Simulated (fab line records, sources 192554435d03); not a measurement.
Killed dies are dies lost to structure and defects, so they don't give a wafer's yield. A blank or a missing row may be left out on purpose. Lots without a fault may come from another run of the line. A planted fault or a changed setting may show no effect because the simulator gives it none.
One fault seen from 2 desks | flow n5_finfet | each desk has only its own numbers; what lay behind them comes last

THE METROLOGY DESK
What the gauges read, lot by lot, whatever tool the lot ran on: means of the sampled wafers that have a number. A lot is out of limits, marked OUT, if its mean lies more than 4 standard deviations from the usual mean; the brackets give that distance. Of its 10 readings 7 are shown: those that lie furthest out on some lot.
Columns: A = DIBL_N at N5_BEOL_M4_RC_MEAS_101, usual 36.0 mV/V; B = DIBL_P at N5_BEOL_M4_RC_MEAS_101, usual 35.6 mV/V; C = IOFF_P at N5_BEOL_M4_RC_MEAS_101, usual 0.19 nA/um; D = ION_P at N5_BEOL_M4_RC_MEAS_101, usual 455 uA/um; E = SS_N at N5_BEOL_M4_RC_MEAS_101, usual 71.5 mV/dec; F = VT_N at N5_BEOL_M4_RC_MEAS_101, usual 251 mV; G = VT_P at N5_BEOL_M4_RC_MEAS_101, usual -253 mV
lot  | first seen here | A    | B    | C    | D   | E    | F   | G
L183 | day 8 22:11     | 36.5 | 35.4 | 0.21 | 459 | 70.6 | 250 | -250
L189 | day 11 01:13    | 37.4 | 38.5 | 0.22 | 461 | 72.1 | 249 | -252
L191 | day 11 08:01    | 33.7 | 32.9 | 0.18 | 454 | 71.2 | 255 | -253
L194 | day 13 04:21    | 33.7 | 32.0 | 0.16 | 452 | 70.7 | 254 | -255
L195 | day 13 07:22    | 37.8 | 36.1 | 0.20 | 454 | 71.7 | 252 | -252
L197 | day 13 09:55    | 36.9 | 36.4 | 0.19 | 461 | 70.8 | 250 | -250
L201 | day 14 01:58    | 38.3 | 38.4 | 0.22 | 460 | 72.0 | 250 | -252
L205 | day 14 21:43    | 32.9 | 34.5 | 0.14 | 442 | 71.0 | 257 | -262
L206 | day 16 01:31    | 34.8 | 34.1 | 0.18 | 457 | 71.0 | 252 | -252
This desk's finding: nothing out of limits on any of the 9 lots.

THE TOOL OWNER'S DESK: ald_sin-02
The tool's own readings at N5_SPACER0_ALD_00 (deposits SiOCN, target thk 3.5 nm, pulse time 3 s, purge time 2 s): means of the sampled wafers that have a number, for each lot that ran on this tool. A lot is out of limits, marked OUT, if its mean lies more than 4 standard deviations from the usual mean; the brackets give that distance.
Columns: A = heater_power_w at N5_SPACER0_ALD_00, usual 822 W; B = precursor_pulse_height_rel at N5_SPACER0_ALD_00, usual 0.999
lot  | first seen here | A   | B
L195 | day 6 05:56     | 795 | 1.009
L197 | day 6 15:19     | 761 | 0.987
L201 | day 7 12:26     | 774 | 1.026
L205 | day 8 12:05     | 780 | 0.990
L206 | day 8 22:02     | 789 | 1.001
This desk's finding: nothing out of limits on any of the 5 lots.

PUT TOGETHER
The metrology desk saw nothing out of limits.
The tool owner's desk saw nothing out of limits.

WHAT THE SIMULATOR HAD PUT IN
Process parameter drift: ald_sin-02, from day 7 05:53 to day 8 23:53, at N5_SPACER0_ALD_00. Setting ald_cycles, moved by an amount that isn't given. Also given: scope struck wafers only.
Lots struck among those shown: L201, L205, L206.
